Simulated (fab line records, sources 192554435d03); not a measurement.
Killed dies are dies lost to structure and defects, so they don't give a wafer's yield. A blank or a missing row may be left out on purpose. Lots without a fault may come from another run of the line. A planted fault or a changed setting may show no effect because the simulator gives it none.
fab line records | flow n5_finfet | part 1 of 2: steps 1 to 24 of 34
record lots=5 wafers=15 last_day=18
route steps=1938 shown BEOL_M2@913 BEOL_M3@931
lots that met no fault: from a run of the same line without faults
start_h: hours from the record's first day to the start of the lot's first wafer shown | wait_h: hours since the lot's step before | " the same as in the row above | L1.1+2: a row that stands for several wafers | - no value, or no start given | * or withheld: withheld | < > ~ a bound
route shown NAME@n: a module of which the file shows steps, and the number in the route of the first | usual: mean/standard deviation of fault-free wafers | same: alike in all rows | chamber/n: place in a boat | sites: the reading at each site | _std_site: their standard deviation | _edge_site: outer sites' mean less inner sites' | radius_mm: how far each site lies from the wafer's centre | mask NAME#n: copy n | behind: the tool/chamber that last shaped the wafer | hold: why the lot was held/for how many hours/how that ended | device: the transistor (n, p or np) that didn't switch | end of line: the same wafers' tests at the end of the route | a step without rows: its recipe alone | killed: dies lost to structure and defects at the first sort, not the wafer's yield | map: a wafer's dies, x killed, . not, _ none there
set.NAME: the setting as run; set.NAME@STEP: as run at that earlier step | model.NAME: the simulator's own value behind a step, which no gauge read
lots at some steps of the route; a table a step, a row a wafer
services: from which hour (start_h, from the record's first day; less than 0 if before it) a tool's chamber was out of use, for how many hours, and why
## steps
# step N5_BEOL_M2_ANNEAL_89
# recipe temp_c=400 time_s=240 ambient=vacuum
# usual heater_power_w=854/100
# columns lot.wafer tool chamber start_h wait_h heater_power_w
L077.3 pvd_sputter-01 - 154.46 0.0 806
L077.4 " - " " 940
L077.6 " - " " 840
L082.2 pvd_sputter-03 - 201.64 0.0 750
L082.4 " - " " 871
L082.6 " - " " 798
L088.1 pvd_sputter-02 - 231.41 0.0 679
L088.3 " - " " 920
L088.6 " - " " 1086
L095.1 pvd_sputter-02 - 276.25 0.0 1048
L095.5 " - " " 913
L095.6 " - " " 701
L096.3 pvd_sputter-02 - 286.48 0.0 930
L096.5 " - " " 911
L096.6 " - " " 697
# step N5_BEOL_M2_SPUTTER_90
# recipe material=Cu target_thk_a=45 temp_c=-20 chamber_pressure_pa=0.07 power_w=withheld time_s=8.29
# usual throttle_valve_pct=29.7/1.2
# columns lot.wafer tool chamber start_h wait_h throttle_valve_pct
L077.3 pvd_sputter-01 - 154.60 0.1 29.7
L077.4 " - " " 30.9
L077.6 " - " " 28.3
L082.2 pvd_sputter-03 - 201.78 0.1 28.1
L082.4 " - " " 30.3
L082.6 " - " " 30.9
L088.1 pvd_sputter-02 - 231.55 0.1 28.8
L088.3 " - " " 31.7
L088.6 " - " " 28.0
L095.1 pvd_sputter-02 - 276.39 0.1 27.9
L095.5 " - " " 31.3
L095.6 " - " " 29.1
L096.3 pvd_sputter-02 - 286.62 0.1 31.1
L096.5 " - " " 31.4
L096.6 " - " " 29.2
# step N5_BEOL_M2_ANNEAL_91
# recipe temp_c=400 time_s=240 ambient=vacuum
# usual heater_power_w=857/110
# columns lot.wafer tool chamber start_h wait_h heater_power_w
L077.3 pvd_sputter-01 - 154.68 0.0 796
L077.4 " - " " 931
L077.6 " - " " 838
L082.2 pvd_sputter-03 - 201.86 0.0 723
L082.4 " - " " 890
L082.6 " - " " 794
L088.1 pvd_sputter-02 - 231.63 0.0 725
L088.3 " - " " 937
L088.6 " - " " 1075
L095.1 pvd_sputter-02 - 276.47 0.0 1046
L095.5 " - " " 913
L095.6 " - " " 689
L096.3 pvd_sputter-02 - 286.70 0.0 938
L096.5 " - " " 909
L096.6 " - " " 716
# step N5_BEOL_M2_SPUTTER_92
# recipe material=Cu target_thk_a=45 temp_c=-20 chamber_pressure_pa=0.07 power_w=withheld time_s=8.29
# usual throttle_valve_pct=29.7/1.3
# columns lot.wafer tool chamber start_h wait_h throttle_valve_pct
L077.3 pvd_sputter-01 - 154.82 0.1 29.9
L077.4 " - " " 31.1
L077.6 " - " " 28.2
L082.2 pvd_sputter-03 - 202.00 0.1 27.8
L082.4 " - " " 29.9
L082.6 " - " " 30.8
L088.1 pvd_sputter-02 - 231.77 0.1 29.3
L088.3 " - " " 31.5
L088.6 " - " " 28.0
L095.1 pvd_sputter-02 - 276.61 0.1 28.0
L095.5 " - " " 31.2
L095.6 " - " " 28.9
L096.3 pvd_sputter-02 - 286.84 0.1 31.2
L096.5 " - " " 31.5
L096.6 " - " " 29.2
# step N5_BEOL_M2_ANNEAL_93
# recipe temp_c=400 time_s=240 ambient=vacuum
# usual heater_power_w=857/100
# columns lot.wafer tool chamber start_h wait_h heater_power_w
L077.3 pvd_sputter-01 - 154.90 0.0 784
L077.4 " - " " 971
L077.6 " - " " 838
L082.2 pvd_sputter-03 - 202.08 0.0 740
L082.4 " - " " 901
L082.6 " - " " 800
L088.1 pvd_sputter-02 - 231.85 0.0 694
L088.3 " - " " 938
L088.6 " - " " 1049
L095.1 pvd_sputter-02 - 276.69 0.0 1084
L095.5 " - " " 928
L095.6 " - " " 698
L096.3 pvd_sputter-02 - 286.92 0.0 932
L096.5 " - " " 908
L096.6 " - " " 708
# step N5_BEOL_M2_SPUTTER_94
# recipe material=Cu target_thk_a=45 temp_c=-20 chamber_pressure_pa=0.07 power_w=withheld time_s=8.29
# usual throttle_valve_pct=29.7/1.2
# columns lot.wafer tool chamber start_h wait_h throttle_valve_pct
L077.3 pvd_sputter-01 - 155.04 0.1 29.8
L077.4 " - " " 30.7
L077.6 " - " " 28.3
L082.2 pvd_sputter-03 - 202.22 0.1 28.1
L082.4 " - " " 30.1
L082.6 " - " " 30.7
L088.1 pvd_sputter-02 - 231.99 0.1 28.8
L088.3 " - " " 31.6
L088.6 " - " " 28.2
L095.1 pvd_sputter-02 - 276.83 0.1 28.1
L095.5 " - " " 31.2
L095.6 " - " " 29.1
L096.3 pvd_sputter-02 - 287.06 0.1 31.3
L096.5 " - " " 31.1
L096.6 " - " " 28.9
# step N5_BEOL_M2_ANNEAL_95
# recipe temp_c=400 time_s=240 ambient=vacuum
# usual heater_power_w=858/110
# columns lot.wafer tool chamber start_h wait_h heater_power_w
L077.3 pvd_sputter-01 - 155.12 0.0 795
L077.4 " - " " 963
L077.6 " - " " 852
L082.2 pvd_sputter-03 - 202.30 0.0 731
L082.4 " - " " 899
L082.6 " - " " 800
L088.1 pvd_sputter-02 - 232.07 0.0 719
L088.3 " - " " 957
L088.6 " - " " 1069
L095.1 pvd_sputter-02 - 276.91 0.0 1055
L095.5 " - " " 964
L095.6 " - " " 707
L096.3 pvd_sputter-02 - 287.14 0.0 933
L096.5 " - " " 902
L096.6 " - " " 708
# step N5_BEOL_M2_SPUTTER_96
# recipe material=Cu target_thk_a=45 temp_c=-20 chamber_pressure_pa=0.07 power_w=withheld time_s=8.29
# usual throttle_valve_pct=29.7/1.2
# columns lot.wafer tool chamber start_h wait_h throttle_valve_pct
L077.3 pvd_sputter-01 - 155.26 0.1 29.7
L077.4 " - " " 30.9
L077.6 " - " " 28.2
L082.2 pvd_sputter-03 - 202.44 0.1 28.1
L082.4 " - " " 30.3
L082.6 " - " " 30.6
L088.1 pvd_sputter-02 - 232.21 0.1 28.8
L088.3 " - " " 31.5
L088.6 " - " " 28.3
L095.1 pvd_sputter-02 - 277.05 0.1 28.2
L095.5 " - " " 31.0
L095.6 " - " " 29.1
L096.3 pvd_sputter-02 - 287.28 0.1 31.2
L096.5 " - " " 31.4
L096.6 " - " " 28.8
# step N5_BEOL_M2_ECD_50
# recipe material=Cu target_thk_a=3000
# columns lot.wafer tool chamber start_h wait_h
L077.3+4+6 ecd_cu-01 1,0,0 155.40 0.1
L082.2+4+6 ecd_cu-01 0,0,1 202.56 0.1
L088.1+3+6 ecd_cu-02 1,0,1 232.32 0.1
L095.1+5+6 ecd_cu-02 0,1,0 277.17 0.1
L096.3+5+6 ecd_cu-01 1,1,0 287.42 0.1
# step N5_BEOL_M2_ANNEAL_51
# recipe temp_c=225 time_s=90 ambient=N2
# usual wafer_temp_C_max=225.87/0.23
# columns lot.wafer tool chamber start_h wait_h wafer_temp_C_max
L077.3 rtp_anneal-01 0 155.65 0.2 225.92
L077.4 " 0 " " 225.92
L077.6 " 0 " " 226.18
L082.2 rtp_anneal-01 0 202.68 0.1 225.72
L082.4 " 0 " " 226.25
L082.6 " 0 " " 225.81
L088.1 rtp_anneal-01 0 232.69 0.3 225.81
L088.3 " 0 " " 225.82
L088.6 " 0 " " 225.70
L095.1 rtp_anneal-02 0 277.25 0.1 225.62
L095.5 " 0 " " 225.67
L095.6 " 0 " " 225.55
L096.3 rtp_anneal-02 0 287.57 0.1 225.87
L096.5 " 0 " " 225.75
L096.6 " 0 " " 225.79
# step N5_BEOL_M2_CMP_52
# recipe stop_on=SiOC t_overpolish_s=6.8 down_force_psi=1 platen_rpm=50 clearing_platen_down_force_psi=1.5 clearing_platen_rpm=50 post_cmp_clean=cu_alkaline target_thk_nm=40 clearing_platen_pad_velocity_m_s=0.99484 pad_velocity_m_s=0.99484
# usual barrier_field_endpoint_s=24.7/0.58 motor_current_A=6.4/0.99 overpolish_run_s=6.801/0.0093 slurry_filter_dp_kPa=13.49/0.13 time_to_endpoint_s=62.5/2.7
# same t_overpolish_s=6.8
# columns lot.wafer tool chamber start_h wait_h barrier_field_endpoint_s motor_current_A overpolish_run_s slurry_filter_dp_kPa time_to_endpoint_s
L077.4 cmp-01 1 155.86 0.1 25.6 7.7 6.797 13.52 62.0
L077.3 " 2 " " 24.4 7.8 6.808 13.59 60.6
L077.6 " 2 " " 25.1 7.7 6.785 13.42 65.2
L082.2 cmp-01 1 202.97 0.2 25.3 7.6 6.804 13.30 69.2
L082.4 " 2 " " 25.1 8.0 6.805 13.53 65.7
L082.6 " 0 " " 24.7 6.3 6.809 13.61 62.6
L088.3 cmp-01 0 233.03 0.2 24.2 6.7 6.802 13.21 59.6
L088.1 " 2 " " 23.8 7.6 6.790 13.64 57.9
L088.6 " 3 " " 24.2 6.8 6.794 13.36 62.4
L095.1 cmp-03 3 277.58 0.3 23.7 6.8 6.804 13.29 59.4
L095.5 " 2 " " 23.8 4.6 6.800 13.31 61.8
L095.6 " 3 " " 24.7 6.0 6.811 13.50 62.6
L096.3 cmp-01 2 287.89 0.3 25.1 8.1 6.782 13.36 64.6
L096.6 " 3 " " 25.4 6.3 6.791 13.62 65.7
L096.5 " 0 " " 25.0 6.5 6.807 13.42 62.3
# step N5_BEOL_M2_THK_MEAS_53
# recipe thk_meas_gauge=xrf reads=Cu_of_BEOL_M2_ECD_50
# usual M2_THK=40.0/1.7
# columns lot.wafer tool chamber start_h wait_h M2_THK[nm]
L077.3 film_metro-02 - 156.16 - 42.4
L077.4 " - " " 43.2
L077.6 " - " " 43.2
L082.2 film_metro-02 - 203.23 - 40.3
L082.4 " - " " 37.0
L082.6 " - " " 36.6
L088.1 film_metro-01 - 233.28 - 40.4
L088.3 " - " " 39.1
L088.6 " - " " 40.9
L095.1 film_metro-01 - 277.84 - 37.8
L095.5 " - " " 41.3
L095.6 " - " " 37.1
L096.3 film_metro-02 - 288.07 - 39.2
L096.5 " - " " 38.9
L096.6 " - " " 39.5
# step N5_BEOL_M2_PRE_CLEAN_60
# recipe gas=NH3/H2 time_s=15 temp_c=* rf_power_w=300
# usual heater_power_w=88/19
# columns lot.wafer tool chamber start_h wait_h heater_power_w
L077.3 cvd_co-02 2 156.19 0.0 64
L077.4 " 1 " " 100
L077.6 " 0 " " 111
L082.2 cvd_co-02 0 203.27 0.0 115
L082.4 " 0 " " 111
L082.6 " 2 " " 65
L088.1 cvd_co-02 1 233.32 0.0 102
L088.3 " 0 " " 113
L088.6 " 0 " " 110
L095.1 cvd_co-02 1 277.88 0.0 97
L095.5 " 1 " " 101
L095.6 " 2 " " 65
L096.3 cvd_co-02 1 288.11 0.0 102
L096.5 " 0 " " 111
L096.6 " 1 " " 101
# step N5_BEOL_M2_CO_CAP_55
# recipe material=Co target_thk_a=20 temp_c=200 precursor=CCTBA/H2 pressure_torr=30 time_s=102.1
# usual heater_power_w=240/24
# columns lot.wafer tool chamber start_h wait_h heater_power_w
L077.3 cvd_co-02 2 156.23 0.0 210
L077.4 " 1 " " 257
L077.6 " 0 " " 262
L082.2 cvd_co-02 0 203.31 0.0 273
L082.4 " 0 " " 269
L082.6 " 2 " " 216
L088.1 cvd_co-02 1 233.36 0.0 260
L088.3 " 0 " " 266
L088.6 " 0 " " 273
L095.1 cvd_co-02 1 277.92 0.0 263
L095.5 " 1 " " 252
L095.6 " 2 " " 210
L096.3 cvd_co-02 1 288.15 0.0 253
L096.5 " 0 " " 265
L096.6 " 1 " " 257
# step N5_BEOL_M2_PRE_CLEAN_56
# recipe gas=NH3 time_s=15 temp_c=withheld rf_power_w=300
# columns lot.wafer tool chamber start_h wait_h
L077.3+4+6 pecvd-03 0,2,1 156.33 0.1
L082.2+4+6 pecvd-03 1,2,0 203.41 0.1
L088.1+3+6 pecvd-03 1,0,1 233.45 0.1
L095.1+5+6 pecvd-04 1,0,1 278.01 0.1
L096.3+5+6 pecvd-01 1,1,0 288.24 0.1
# step N5_BEOL_M2_DEP_57
# recipe material=SiCN target_thk_a=80 temp_c=withheld precursor=3MS/NH3 pressure_torr=3 rf_w=202 time_s=14
# usual showerhead_plenum_p_Torr=3.670/0.015 throttle_valve_pct=8.8/0.4
# columns lot.wafer tool chamber start_h wait_h showerhead_plenum_p_Torr throttle_valve_pct
L077.3 pecvd-03 0 156.35 0.0 3.678 8.6
L077.4 " 2 " " 3.676 8.4
L077.6 " 1 " " 3.667 9.4
L082.2 pecvd-03 1 203.44 0.0 3.678 9.1
L082.4 " 2 " " 3.687 8.4
L082.6 " 0 " " 3.694 8.5
L088.1 pecvd-03 1 233.47 0.0 3.678 9.3
L088.3 " 0 " " 3.680 8.4
L088.6 " 1 " " 3.670 9.5
L095.1 pecvd-04 1 278.03 0.0 3.663 9.1
L095.5 " 0 " " 3.653 9.1
L095.6 " 1 " " 3.667 9.0
L096.3 pecvd-01 1 288.26 0.0 3.662 9.3
L096.5 " 1 " " 3.661 9.3
L096.6 " 0 " " 3.688 8.8
# step N5_BEOL_M2_RS_MEAS_58
# recipe thk_meas_gauge=four-point-probe reads=Co_of_BEOL_M2_CO_CAP_55+Cu_of_BEOL_M2_ECD_50+Co_of_BEOL_M2_CVD_47+TaN_of_BEOL_M2_ALD_84
# usual M2_RS=0.68/0.037
# columns lot.wafer tool chamber start_h wait_h M2_RS[ohm/sq]
L077.3 film_metro-02 - 156.42 0.1 0.63
L077.4 " - " " 0.61
L077.6 " - " " 0.62
L082.2 film_metro-02 - 203.51 0.1 0.68
L082.4 " - " " 0.75
L082.6 " - " " 0.77
L088.1 film_metro-02 - 233.54 0.0 0.67
L088.3 " - " " 0.69
L088.6 " - " " 0.66
L095.1 film_metro-02 - 278.10 0.0 0.72
L095.5 " - " " 0.64
L095.6 " - " " 0.74
L096.3 film_metro-01 - 288.33 0.1 0.70
L096.5 " - " " 0.71
L096.6 " - " " 0.69
# step N5_BEOL_M2_INSPECT_59
# recipe inspect_instrument=darkfield mode=post_dep
# usual raw_defect_count=68/20
# columns lot.wafer tool chamber start_h wait_h raw_defect_count
L077.3 defect_inspect-02 - 156.45 0.0 77
L077.4 " - " " 79
L077.6 " - " " 68
L082.2 defect_inspect-02 - 203.53 0.0 52
L082.4 " - " " 51
L082.6 " - " " 67
L088.1 defect_inspect-01 - 233.57 0.0 67
L088.3 " - " " 69
L088.6 " - " " 59
L095.1 defect_inspect-01 - 278.13 0.0 55
L095.5 " - " " 48
L095.6 " - " " 37
L096.3 defect_inspect-01 - 288.36 0.0 56
L096.5 " - " " 83
L096.6 " - " " 64
# step N5_BEOL_M3_ILD_DEP_00
# recipe material=SiOC target_thk_a=790 temp_c=350 precursor=DEMS/O2 pressure_torr=5 rf_w=500 time_s=15.3
# usual heater_power_w=521/68 showerhead_plenum_p_Torr=5.696/0.014 throttle_valve_pct=11.7/0.53
# columns lot.wafer tool chamber start_h wait_h heater_power_w showerhead_plenum_p_Torr throttle_valve_pct
L077.3 pecvd-04 1 156.53 0.1 475 5.711 11.9
L077.4 " 1 " " 486 5.704 11.8
L077.6 " 2 " " 383 5.683 11.4
L082.2 pecvd-01 0 203.57 0.0 542 5.723 11.5
L082.4 " 1 " " 590 5.693 12.3
L082.6 " 1 " " 600 5.694 12.3
L088.1 pecvd-04 2 233.60 0.0 328 5.688 11.6
L088.3 " 0 " " 466 5.671 11.7
L088.6 " 0 " " 467 5.690 12.2
L095.1 pecvd-02 1 278.16 0.0 586 5.684 11.9
L095.5 " 2 " " 584 5.705 10.8
L095.6 " 1 " " 586 5.692 12.0
L096.3 pecvd-01 0 288.39 0.0 564 5.716 11.5
L096.5 " 2 " " 604 5.649 11.1
L096.6 " 1 " " 528 5.704 12.4
# step N5_BEOL_M3_THK_MEAS_01
# recipe reads=SiOC_of_BEOL_M3_ILD_DEP_00
# usual M3_ILD_THK=78.8/1
# columns lot.wafer tool chamber start_h wait_h M3_ILD_THK[nm]
L077.3 film_metro-01 - 156.60 0.1 77.8
L077.4 " - " " 78.1
L077.6 " - " " 80.6
L082.2 film_metro-01 - 203.67 0.1 77.7
L082.4 " - " " 78.4
L082.6 " - " " 78.6
L088.1 film_metro-02 - 233.67 0.0 78.8
L088.3 " - " " 79.6
L088.6 " - " " 79.7
L095.1 film_metro-02 - 278.23 0.0 79.1
L095.5 " - " " 80.3
L095.6 " - " " 79.6
L096.3 film_metro-01 - 288.46 0.1 77.7
L096.5 " - " " 79.3
L096.6 " - " " 78.4
# step N5_BEOL_M3_PECVD_72
# recipe material=SiO2 target_thk_a=160 temp_c=400 precursor=TEOS/O2 pressure_torr=5.5 rf_w=450 teos_flow_sccm=53.8 gas=O2 flow_sccm=3000 time_s=18
# usual heater_power_w=760/100 showerhead_plenum_p_Torr=8.79/0.066 throttle_valve_pct=21.9/0.99
# columns lot.wafer tool chamber start_h wait_h heater_power_w showerhead_plenum_p_Torr throttle_valve_pct
L077.3 pecvd-02 2 156.63 0.0 844 8.80 20.2
L077.4 " 2 " " 831 8.77 20.1
L077.6 " 1 " " 784 8.79 22.8
L082.2 pecvd-04 2 203.70 0.0 575 8.76 21.7
L082.4 " 1 " " 718 8.81 22.5
L082.6 " 0 " " 624 8.75 22.5
L088.1 pecvd-01 0 233.71 0.0 830 8.88 21.1
L088.3 " 2 " " 901 8.65 20.3
L088.6 " 1 " " 767 8.80 23.0
L095.1 pecvd-01 0 278.27 0.0 709 8.89 21.2
L095.5 " 2 " " 770 8.65 20.3
L095.6 " 0 " " 718 8.90 20.9
L096.3 pecvd-04 2 288.50 0.0 491 8.74 21.9
L096.5 " 0 " " 650 8.72 22.3
L096.6 " 2 " " 485 8.74 21.9
# step N5_BEOL_M3_HM_DEP_02
# recipe material=TiN target_thk_a=200 temp_c=25 chamber_pressure_pa=0.49996
# usual throttle_valve_pct=29.6/1.2
# columns lot.wafer tool chamber start_h wait_h throttle_valve_pct
L077.3 pvd_sputter-01 - 157.62 1.0 30.0
L077.4 " - " " 28.1
L077.6 " - " " 29.9
L082.2 pvd_sputter-03 - 205.70 2.0 30.6
L082.4 " - " " 30.3
L082.6 " - " " 30.6
L088.1 pvd_sputter-01 - 236.38 2.7 28.4
L088.3 " - " " 31.1
L088.6 " - " " 28.6
L095.1 pvd_sputter-01 - 278.37 0.1 28.1
L095.5 " - " " 29.7
L095.6 " - " " 28.3
L096.3 pvd_sputter-03 - 289.54 1.0 30.3
L096.5 " - " " 28.0
L096.6 " - " " 30.7
# step N5_BEOL_M3_COAT_61
# recipe resist=SOC temp_c=250 time_s=60 spin_rpm=1500 resist_thk_nm=60
# usual exhaust_pa=45.3/0.95 resist_line_temp_C=23.00/0.11
# columns lot.wafer tool chamber start_h wait_h exhaust_pa resist_line_temp_C
L077.3 litho_track-03 0 157.75 0.1 44.9 22.89
L077.4 " 0 " " 43.5 22.84
L077.6 " 0 " " 44.3 22.91
L082.2 litho_track-04 0 205.82 0.1 45.0 22.96
L082.4 " 0 " " 44.7 23.17
L082.6 " 0 " " 44.8 23.16
L088.1 litho_track-03 0 236.50 0.1 46.7 22.83
L088.3 " 0 " " 45.8 23.07
L088.6 " 0 " " 45.0 22.91
L095.1 litho_track-01 0 278.49 0.1 46.4 22.99
L095.5 " 0 " " 43.7 22.96
L095.6 " 0 " " 44.3 23.13
L096.3 litho_track-01 0 289.66 0.1 45.9 22.79
L096.5 " 0 " " 46.4 23.00
L096.6 " 0 " " 45.8 22.91
# step N5_BEOL_M3_COAT_62
# recipe resist=SiARC temp_c=220 time_s=60 spin_rpm=1500 resist_thk_nm=12
# usual exhaust_pa=45.1/0.86 resist_line_temp_C=22.99/0.1
# columns lot.wafer tool chamber start_h wait_h exhaust_pa resist_line_temp_C
L077.3 litho_track-03 0 - - 43.1 22.86
L077.4 " 0 " " 45.1 22.99
L077.6 " 0 " " 44.1 22.95
L082.2 litho_track-04 0 - - 43.7 22.97
L082.4 " 0 " " 43.7 22.87
L082.6 " 0 " " 44.3 22.91
L088.1 litho_track-03 0 - - 45.7 22.89
L088.3 " 0 " " 45.2 23.10
L088.6 " 0 " " 44.5 22.99
L095.1 litho_track-01 0 - - 44.0 22.94
L095.5 " 0 " " 43.5 22.89
L095.6 " 0 " " 43.8 22.90
L096.3 litho_track-01 0 - - 45.3 22.89
L096.5 " 0 " " 45.5 22.90
L096.6 " 0 " " 45.0 22.94
